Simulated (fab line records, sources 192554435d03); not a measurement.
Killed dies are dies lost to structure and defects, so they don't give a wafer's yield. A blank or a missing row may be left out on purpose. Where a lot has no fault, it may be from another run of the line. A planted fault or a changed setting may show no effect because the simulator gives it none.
fab line records    flow n5_finfet
record: lots: 10  wafers: 29  last_day: 18
route steps=1938 shown HKMG_FIN@431 GATE_CUT@465 BEOL_M4@1111
lots that met no fault: taken from a fault-free run of the same line
start_h: the number of hours between the record's first day and the start of the first shown wafer of the lot    wait_h: hours since the lot's step before    " as in the row above    L1.1+2: a single row standing in for several wafers    - no value, or no start was given    * or withheld: withheld    < > ~ a bound
route shown NAME@n: names a module that has steps shown in the file, with the first one's number in the route    usual: mean and standard deviation over wafers with no fault    same: alike in all rows    chamber/n: place in a boat    sites: the reading at each site    _std_site: standard deviation of those values    _edge_site: outer sites' mean less inner sites'    radius_mm: for every site, how far away it sits from the centre of the wafer    mask NAME#n: copy n    behind: the most recent tool/chamber to have shaped the wafer    hold: reason for holding the lot/hours on hold/outcome of the hold    device: the n, p or np transistor that did not switch    end of line: tests of these same wafers at the route's end    where a step has no rows: the recipe by itself    killed: at the first sort, the dies lost to defects and structure; wafer yield is something else    map: shows each die of a wafer: x if killed, . if not, _ if none is there
set.NAME: the setting the step ran with; set.NAME@STEP: the setting that earlier step ran with    model.NAME: the simulator's own value behind a step, which no gauge read
route steps across a sampled set of lots; one table per step, one row per wafer
services: when a tool's chamber went out of use (start_h, in hours from the record's first day, below 0 if earlier), for how many hours, and the reason
== steps ==
step: N5_HKMG_FIN_OVL_MEAS_13
recipe: points_per_wafer: 44
usual: NWFM_OVL: 0.1/0.72
lot.wafer  tool        chamber  start_h  wait_h  NWFM_OVL[nm]
L777.4     overlay-01  0        74.86    0.0     -0.3
L777.5     "           0        "        "       0.0
L777.6     "           0        "        "       -0.4
L779.3     overlay-02  0        87.67    0.0     -0.6
L779.4     "           0        "        "       0.4
L779.5     "           0        "        "       0.5
L781.1     overlay-01  0        100.38   0.0     -0.3
L781.3     "           0        "        "       -0.2
L781.6     "           0        "        "       0.5
L782.3     overlay-01  0        106.16   0.0     -0.7
L782.4     "           0        "        "       -0.4
L782.6     "           0        "        "       0.2
L786.2     overlay-01  0        129.87   0.0     -0.7
L786.3     "           0        "        "       -0.2
L786.5     "           0        "        "       -0.2
L795.2     overlay-02  0        183.83   0.0     1.0
L795.4     "           0        "        "       0.3
L795.6     "           0        "        "       1.1
L796.1     overlay-02  0        186.15   0.0     -0.3
L796.2     "           0        "        "       -0.6
L796.5     "           0        "        "       -1.4
L797.1     overlay-02  0        197.99   0.0     -0.9
L797.2     "           0        "        "       0.0
L797.6     "           0        "        "       -0.1
L798.1     overlay-02  0        203.39   0.0     0.5
L798.3     "           0        "        "       -0.2
L799.1     overlay-02  0        208.88   0.0     -0.8
L799.2     "           0        "        "       -0.3
L799.3     "           0        "        "       -0.8
step: N5_HKMG_FIN_ALD_21
recipe: material: TiN  target_thk_a: 15  temp_c: 400  ald_precursor_family: TiCl4  ald_co_reactant: NH3  pulse_time_s: 1  purge_time_s: 3  co_reactant_purge_time_s: 2  co_reactant_pulse_time_s: 2  ald_cycles: 68  pressure_torr: 3
usual: ald_cycles: 68/0  heater_power_w: 883/70  precursor_pulse_height_rel: 1.001/0.021
lot.wafer  tool          chamber  start_h  wait_h  ald_cycles  heater_power_w  precursor_pulse_height_rel
L777.4     ald_metal-04  1        78.08    0.1     68          821             0.999
L777.5     "             3        "        "       68          1015            1.009
L777.6     "             2        "        "       68          885             0.987
L779.3     ald_metal-02  3        91.22    0.1     68          985             0.992
L779.4     "             1        "        "       68          798             0.985
L779.5     "             0        "        "       68          896             1.041
L781.1     ald_metal-02  0        103.61   0.3     68          898             0.983
L781.3     "             3        "        "       68          1007            1.040
L781.6     "             3        "        "       68          1022            1.014
L782.3     ald_metal-03  1        109.35   0.1     68          878             1.011
L782.4     "             2        "        "       68          885             0.989
L782.6     "             2        "        "       68          877             1.009
L786.2     ald_metal-02  0        133.29   0.3     68          900             1.017
L786.3     "             2        "        "       68          857             1.004
L786.5     "             0        "        "       68          916             0.989
L795.2     ald_metal-02  3        187.43   0.3     68          1005            1.008
L795.4     "             2        "        "       53          838             0.995
L795.6     "             3        "        "       53          1013            0.995
L796.1     ald_metal-02  0        189.99   0.3     68          911             1.000
L796.2     "             3        "        "       68          1009            0.985
L796.5     "             2        "        "       53          855             0.983
L797.1     ald_metal-03  3        201.18   0.3     68          846             0.993
L797.2     "             1        "        "       68          847             1.008
L797.6     "             3        "        "       68          837             0.994
L798.1     ald_metal-03  2        207.07   0.3     68          864             0.985
L798.3     "             0        "        "       68          822             1.017
L799.1     ald_metal-04  1        212.53   0.3     68          826             1.030
L799.2     "             2        "        "       68          888             0.992
L799.3     "             3        "        "       68          1029            0.990
step: N5_HKMG_FIN_CMP_94
recipe: stop_on: SiNx  post_cmp_clean: w_dilute_nh4oh  t_overpolish_s: 4.7  down_force_psi: 4  platen_rpm: 50.289  pad_velocity_m_s: 1.0006  target_thk_nm: 43.299
usual: edge_zone_pressure_frac: 1.000/0.0051  motor_current_A: 11.6/1.3
lot.wafer  tool    chamber  start_h  wait_h  edge_zone_pressure_frac  motor_current_A
L777.4     cmp-03  3        79.12    0.3     1.006                    12.6
L777.5     "       2        "        "       0.994                    11.2
L777.6     "       3        "        "       1.006                    12.1
L779.3     cmp-04  2        92.24    0.4     1.002                    10.0
L779.4     "       3        "        "       1.002                    13.2
L779.5     "       2        "        "       1.002                    9.4
L781.1     cmp-01  1        104.63   0.4     0.998                    9.6
L781.3     "       0        "        "       0.999                    9.8
L781.6     "       1        "        "       0.999                    10.2
L782.4     cmp-04  1        110.39   0.3     0.998                    10.3
L782.3     "       2        "        "       1.010                    9.3
L782.6     "       0        "        "       0.998                    9.9
L786.3     cmp-03  3        134.31   0.4     1.004                    11.5
L786.2     "       2        "        "       1.003                    11.6
L786.5     "       0        "        "       0.995                    11.5
L795.4     cmp-04  3        188.44   0.4     0.995                    12.8
L795.2     "       0        "        "       1.006                    10.0
L795.6     "       3        "        "       1.001                    12.9
L796.1     cmp-01  3        191.00   0.4     0.992                    13.0
L796.2     "       0        "        "       1.001                    9.6
L796.5     "       3        "        "       0.999                    13.8
L797.2     cmp-03  1        202.35   0.3     1.004                    11.9
L797.1     "       2        "        "       1.000                    11.8
L797.6     "       0        "        "       0.998                    12.2
L798.1     cmp-03  3        208.08   0.4     0.998                    12.0
L798.3     "       1        "        "       0.994                    12.9
L799.3     cmp-04  2        213.57   0.3     0.997                    9.1
L799.2     "       3        "        "       0.992                    13.0
L799.1     "       0        "        "       1.005                    10.5
step: N5_GATE_CUT_ETCHBACK_00
recipe: chemistry: SF6/Cl2  target: W  pressure_mtorr: 8  icp_w: 900  bias_w: 80  SF6_flow_sccm: 40  Cl2_flow_sccm: 60
usual: chamber_pressure_mTorr: 7.999/0.0071  drypump_motor_current_A: 5.5/0.39  mfc_cl2_sccm: 59.98/0.19  oes_product_au: 0.76/0.13  rf_fwd_power_W: 895/3.3  throttle_valve_pct: 27.6/0.45
lot.wafer  tool          chamber  start_h  wait_h  chamber_pressure_mTorr  drypump_motor_current_A  mfc_cl2_sccm  oes_product_au  rf_fwd_power_W  rf_hours_counter_h  throttle_valve_pct
L777.4     rie_metal-03  1        79.47    0.2     7.991                   5.3                      59.99         0.79            890             -                   27.8
L777.5     "             1        "        "       7.996                   5.3                      59.97         0.79            895             -                   27.7
L777.6     "             1        "        "       7.991                   5.3                      59.87         0.79            894             -                   27.8
L779.3     rie_metal-01  0        92.55    0.1     7.997                   5.0                      59.93         0.78            893             -                   26.9
L779.4     "             1        "        "       8.004                   5.1                      59.74         0.62            894             -                   28.1
L779.5     "             0        "        "       8.003                   5.1                      59.83         0.79            886             -                   26.9
L781.1     rie_metal-01  0        104.89   0.0     8.008                   5.1                      60.07         0.78            891             36                  26.9
L781.3     "             1        "        "       7.988                   5.1                      59.67         0.61            898             -                   28.1
L781.6     "             1        "        "       7.999                   5.1                      59.79         0.61            895             -                   28.1
L782.3     rie_metal-01  0        110.80   0.2     8.010                   5.0                      60.38         0.78            891             -                   26.9
L782.4     "             1        "        "       8.004                   5.1                      60.04         0.61            892             -                   28.1
L782.6     "             0        "        "       8.007                   5.0                      60.40         0.78            890             -                   26.9
L786.2     rie_metal-03  1        134.57   0.0     7.993                   5.3                      59.71         0.76            892             42                  27.8
L786.3     "             1        "        "       7.997                   5.3                      59.70         0.76            893             -                   27.8
L786.5     "             1        "        "       7.994                   5.3                      60.01         0.77            894             -                   27.8
L795.2     rie_metal-03  0        188.71   0.0     7.992                   5.6                      60.00         0.89            893             9                   28.0
L795.4     "             1        "        "       8.003                   5.3                      59.96         0.75            891             -                   27.8
L795.6     "             1        "        "       8.004                   5.3                      59.86         0.75            893             -                   27.8
L796.1     rie_metal-03  1        191.27   0.0     7.981                   5.3                      60.24         0.76            897             46                  27.8
L796.2     "             0        "        "       7.999                   5.6                      60.08         0.89            895             9                   28.0
L796.5     "             1        "        "       8.005                   5.3                      60.26         0.76            895             -                   27.8
L797.1     rie_metal-02  1        202.55   0.0     7.989                   6.1                      59.92         0.59            891             128                 27.9
L797.2     "             0        "        "       7.996                   6.0                      59.64         0.91            895             6                   27.1
L797.6     "             0        "        "       8.005                   6.0                      60.13         0.92            900             -                   27.1
L798.1     rie_metal-02  1        208.35   0.0     8.010                   6.1                      60.16         0.59            896             129                 27.9
L798.3     "             1        "        "       7.996                   6.1                      60.24         0.59            899             -                   27.9
L799.1     rie_metal-02  0        213.81   0.0     7.996                   6.0                      60.26         0.90            893             7                   27.1
L799.2     "             0        "        "       8.003                   6.0                      60.15         0.90            895             -                   27.1
L799.3     "             0        "        "       8.006                   6.0                      59.72         0.90            894             -                   27.1
step: N5_BEOL_M4_RC_MEAS_101
usual: DIBL_N: 36.5/1.8  DIBL_P: 36.5/2.1  IOFF_N: 0.17/0.031  IOFF_P: 0.22/0.036  ION_N: 677/11  ION_P: 463/8  SS_N: 71.6/0.61  SS_P: 73.3/0.63  VT_N: 249/3.1  VT_P: -250/3.3
lot.wafer  tool       chamber  start_h  wait_h  DIBL_N[mV/V]  DIBL_P[mV/V]  IOFF_N[nA/um]  IOFF_P[nA/um]  ION_N[uA/um]  ION_P[uA/um]  SS_N[mV/dec]  SS_P[mV/dec]  VT_N[mV]  VT_P[mV]
L777.4     prober-02  0        166.55   0.5     33.8          32.6          0.12           0.15           655           446           71.0          72.9          253       -257
L777.5     "          0        "        "       35.2          34.7          0.15           0.20           672           457           71.0          73.3          248       -250
L777.6     "          0        "        "       33.9          32.7          0.13           0.16           659           447           70.7          71.9          253       -255
L779.3     prober-01  0        180.90   0.3     34.9          36.3          0.16           0.17           684           455           71.6          73.8          249       -252
L779.4     "          0        "        "       37.1          39.6          0.19           0.23           679           464           71.9          74.0          246       -251
L779.5     "          0        "        "       34.9          36.8          0.16           0.18           673           457           71.8          72.7          249       -255
L781.1     prober-01  0        189.47   0.0     37.0          36.2          0.16           0.20           671           458           71.6          73.5          247       -251
L781.3     "          0        "        "       38.6          39.5          0.19           0.25           691           474           71.3          74.3          247       -247
L781.6     "          0        "        "       36.6          36.2          0.15           0.20           676           469           70.8          73.4          249       -248
L782.3     prober-01  0        202.24   0.3     38.5          38.5          0.21           0.26           694           476           72.0          73.7          242       -245
L782.4     "          0        "        "       34.7          34.7          0.14           0.20           681           468           71.0          72.8          250       -248
L782.6     "          0        "        "       36.1          35.5          0.15           0.20           679           469           71.7          73.1          250       -249
L786.2     prober-01  0        219.91   0.2     35.8          36.4          0.17           0.23           672           466           71.5          73.6          248       -248
L786.3     "          0        "        "       34.3          34.1          0.15           0.21           671           465           70.8          72.8          246       -248
L786.5     "          0        "        "       36.0          36.2          0.17           0.24           672           467           71.8          74.1          248       -245
L796.1     prober-02  0        274.38   0.0     37.5          38.0          0.20           0.29           688           475           72.0          73.8          246       -242
L796.2     "          0        "        "       36.0          36.8          0.18           0.27           694           482           71.0          73.5          246       -243
L796.5     "          0        "        "       36.7          37.7          0.19           0.30           692           478           71.7          73.9          248       -241
L795.2     prober-02  0        277.49   0.2     38.7          39.5          0.19           0.25           680           469           71.8          73.7          247       -249
L795.4     "          0        "        "       35.6          35.4          0.13           0.19           669           461           71.8          73.0          253       -252
L795.6     "          0        "        "       38.0          37.7          0.17           0.22           669           460           72.6          73.1          249       -249
L797.1     prober-01  0        306.24   0.0     35.3          37.2          0.15           0.20           679           467           70.5          73.8          250       -252
L797.2     "          0        "        "       34.3          35.6          0.13           0.18           677           464           71.4          73.4          251       -252
L797.6     "          0        "        "       34.7          36.1          0.14           0.19           675           465           71.3          73.8          250       -250
L798.1     prober-02  0        309.07   0.0     33.1          32.2          0.11           0.17           649           458           70.5          72.9          253       -252
L798.3     "          0        "        "       36.2          36.9          0.17           0.22           664           463           72.0          72.4          251       -249
L799.1     prober-02  0        312.77   0.0     36.9          37.0          0.17           0.25           673           465           71.8          73.1          247       -246
L799.2     "          0        "        "       38.9          39.9          0.21           0.29           687           476           72.7          73.8          247       -243
L799.3     "          0        "        "       35.3          35.8          0.16           0.22           683           472           71.2          72.8          250       -248
== services ==
tool          chamber  start_h  hours  kind
cmp-03        -        57.63    10.1   pm
rie_metal-03  0        61.65    -      clean
rie_metal-03  0        61.65    25.2   scheduled_down
rie_metal-03  0        61.65    25.2   vent_cycle
cmp-03        -        68.93    4.3    pm
cmp-04        -        71.18    1.7    repair
cmp-04        -        75.23    0.3    repair
cmp-01        -        94.41    1.3    repair
cmp-01        -        97.39    0.5    repair
cmp-01        -        109.59   15.8   repair
cmp-03        -        111.33   0.9    repair
ald_metal-04  -        115.48   0.6    repair
cmp-04        -        118.06   4.0    pm
cmp-04        -        122.06   -      consumable_replace:conditioner
cmp-04        -        122.06   -      consumable_replace:pad
ald_metal-04  -        165.07   2.8    pm
ald_metal-04  2        168.13   28.5   repair
ald_metal-03  -        169.56   1.2    pm
ald_metal-03  -        174.16   14.6   pm
cmp-04        -        175.32   3.3    pm
cmp-03        -        181.91   3.1    repair
rie_metal-01  1        190.93   -      clean
rie_metal-01  1        190.93   20.5   scheduled_down
cmp-04        -        207.03   0.2    repair
== key ==
first_sign: step: N5_HKMG_FIN_ALD_21  reading: ald_cycles  direction: down  sigmas: 99+  usual: *  struck: *
effect none on later readings
met_at N5_HKMG_FIN_ALD_21
struck_lots L795,L796
struck_wafers L795.4,L795.6,L796.5
not_acting_at N5_HKMG_FIN_OVL_MEAS_13,N5_HKMG_FIN_CMP_94,N5_GATE_CUT_ETCHBACK_00
onset_between 133.29 187.43
fault: kind: process_parameter_drift  tool: ald_metal-02  chamber: -  onset_h: 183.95  steps: N5_HKMG_FIN_ALD_21  channel: ald_cycles  offset: *  shape: step  end_h: 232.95  scope: struck_wafers_only  acts_in: *  stated: *
